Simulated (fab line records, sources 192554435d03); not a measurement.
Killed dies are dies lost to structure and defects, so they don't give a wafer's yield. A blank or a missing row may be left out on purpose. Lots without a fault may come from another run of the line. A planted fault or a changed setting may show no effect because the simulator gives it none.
Chamber matching | flow n5_finfet | N5_BEOL_M3_VIA_ETCH_34 on rie_diel-04: 4 sister chambers
The step etches the open film in C4F6/O2, target depth 69.4 nm, time 65.9 s. 4 wafers are shown with their chamber, then 11 later ones without.

WAFERS WITH THEIR CHAMBER
wafer  | chamber | showerhead_plenum_p_Torr (Torr)
L086.5 | 3       | 2.77
L088.2 | 0       | 2.79
L088.6 | 2       | 2.95
L092.1 | 1       | 3.05

WAFERS WITHOUT THEIR CHAMBER
wafer  | showerhead_plenum_p_Torr (Torr)
L092.2 | 2.95
L092.4 | 2.95
L093.2 | 2.78
L093.4 | 2.95
L093.6 | 3.04
L094.1 | 2.78
L094.3 | 3.04
L094.4 | 3.04
L096.2 | 2.77
L096.5 | 2.95
L096.6 | 3.04

WHICH CHAMBER EACH WENT THROUGH
wafer  | from the rows above     | in truth
L092.2 | 2                       | 2
L092.4 | 2                       | 2
L093.2 | can't be placed: 3 or 0 | 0
L093.4 | 2                       | 2
L093.6 | 1                       | 1
L094.1 | can't be placed: 3 or 0 | 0
L094.3 | 1                       | 1
L094.4 | 1                       | 1
L096.2 | 3                       | 3
L096.5 | 2                       | 2
L096.6 | 1                       | 1
Placed correctly: 9 of 11. Can't be placed from these rows: 2 (the true chamber is among the candidates in 2). Placed wrongly: 0.
How it was worked out, from the rows above alone: a wafer's distance from a chamber is the root of the sum, over the readings, of the square of ((its reading less the chamber's mean) divided by the reading's scatter). The wafer belongs to the nearest chamber; if the next one is less than 2 further off, it can't be placed. A chamber's mean is the mean of its shown wafers. The scatter: with one shown wafer a chamber, the root of the mean of the squares of how far each hidden wafer lies from its nearest shown one.
